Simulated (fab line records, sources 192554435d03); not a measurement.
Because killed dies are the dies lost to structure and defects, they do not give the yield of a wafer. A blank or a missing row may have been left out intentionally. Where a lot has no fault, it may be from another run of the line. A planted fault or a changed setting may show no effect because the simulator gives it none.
Lot-split experiment + flow n5-finfet + 21 wafers read across 7 lots, on a route 1938 steps long

## ON THE SPLIT
At N5_BEOL_M11_ILD_DEP_00 (deposits SiCOH lowk from DEMS/porogen, target thk 308.51 nm, time 58 s), the setting time-s was moved away from the recipe's 58 s on 11 of the 21 wafers read, by -13.2% to +13.7%. The other wafers ran this setting at the recipe's value.

## FROM THE SPLIT ON TO THE READING: in between, the file shows 1 step
- N5_BEOL_M11_CURE_71: cures SiCOH lowk, time 240 s

## THE READING
M11_ILD_THK at N5_BEOL_M11_THK_MEAS_01, in nm. Typical for fault-free wafers on this fab line: 268 nm, with standard deviation 3.4 nm.

| wafer  | tool, chamber at the split | time-s as run, s | against the recipe | M11_ILD_THK, nm | against lot-mates on the recipe |
|--------|----------------------------|------------------|--------------------|-----------------|---------------------------------|
| L075.1 | pecvd-01, 2                | 60.43            | +4.2%              | 282             | +9                              |
| L075.3 | pecvd-01, 0                | 60.43            | +4.2%              | 280             | +7                              |
| L075.5 | pecvd-01, 1                | 58               | recipe             | 273             | -                               |
| L078.3 | pecvd-01, 1                | 58               | recipe             | 264             | -                               |
| L078.4 | pecvd-01, 0                | 50.33            | -13.2%             | 233             | -31                             |
| L078.6 | pecvd-01, 2                | 50.33            | -13.2%             | 236             | -28                             |
| L083.4 | pecvd-01, 0                | 58               | recipe             | 268             | -                               |
| L083.5 | pecvd-01, 1                | 58               | recipe             | 273             | -                               |
| L083.6 | pecvd-01, 2                | 58               | recipe             | 275             | -                               |
| L082.1 | pecvd-03, 0                | 53.86            | -7.1%              | 248             | -20                             |
| L082.3 | pecvd-03, 1                | 58               | recipe             | 266             | -                               |
| L082.5 | pecvd-03, 2                | 58               | recipe             | 270             | -                               |
| L084.1 | pecvd-03, 0                | 58               | recipe             | 270             | -                               |
| L084.4 | pecvd-03, 1                | 64.04            | +10.4%             | 299             | +29                             |
| L084.5 | pecvd-03, 2                | 64.04            | +10.4%             | 304             | +34                             |
| L087.1 | pecvd-02, 1                | 58               | recipe             | 269             | -                               |
| L087.2 | pecvd-02, 0                | 65.94            | +13.7%             | 305             | +36                             |
| L087.4 | pecvd-02, 1                | 65.94            | +13.7%             | 311             | +42                             |
| L093.1 | pecvd-01, 2                | 53.86            | -7.1%              | 247             | -21                             |
| L093.4 | pecvd-01, 0                | 53.86            | -7.1%              | 246             | -22                             |
| L093.5 | pecvd-01, 1                | 58               | recipe             | 268             | -                               |

THE FIT
A straight line over all 21 wafers: M11_ILD_THK changes by +2.85 nm for each +1% of time-s; r = +0.99; the points scatter about the line by 3.1 nm.
The same after taking each lot's own level away (the mean of its wafers on the recipe; 21 wafers): +2.67 nm for each +1%; r = +0.99; scatter 3.3 nm.
According to that fit, moving time-s by its largest amount changes the reading by 37 nm.
Across the lots, their own levels run from 264.0 to 273.0 nm, a range of 2.6 times the standard deviation given above.
The two slopes agree, so the slope changes little with the lot-to-lot level.
Check: +37.4 nm against its lot-mates is what the line predicts for one of the wafers moved furthest among these (+13.7%) when that wafer is left out of the fit. Against them it came out at +36 nm.

## THE OTHER SPLITS THESE WAFERS WENT THROUGH
Other splits were also applied to these wafers ahead of the reading. Each is held against what the fit with the lots' levels taken away leaves over:
| other split on the same wafers | wafers away from the commonest value | r with M11_ILD_THK (lot level and that fit taken away) |
|--------------------------------|--------------------------------------|--------------------------------------------------------|
| N5_BEOL_M10_COAT_60 spin-rpm   | 4                                    | -0.14                                                  |

## THE WHOLE CHAIN: every reading that the file lists as answering this split, in the file's order
| step                    | what it does                                                           | reading                                                                                   | change (the file's fit)              | r (the file's) |
|-------------------------|------------------------------------------------------------------------|-------------------------------------------------------------------------------------------|--------------------------------------|----------------|
| N5_BEOL_M11_ILD_DEP_00  | deposits SiCOH lowk from DEMS/porogen, target thk 308.51 nm, time 58 s | SiCOH_lowk_of_BEOL_M11_ILD_DEP_00.thk-nm (the simulator's own value, which no gauge read) | +3.04 nm for each +1% of the setting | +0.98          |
| N5_BEOL_M11_CURE_71     | cures SiCOH lowk, time 240 s                                           | SiCOH_lowk_of_BEOL_M11_ILD_DEP_00.thk-nm (the simulator's own value, which no gauge read) | +2.69 nm for each +1% of the setting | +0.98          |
| N5_BEOL_M11_THK_MEAS_01 |                                                                        | M11_ILD_THK                                                                               | +2.7 for each +1% of the setting     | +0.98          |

## THE FILE'S OWN FIT
M11_ILD_THK changes by +2.7 nm for each +1% of time-s, r = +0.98.
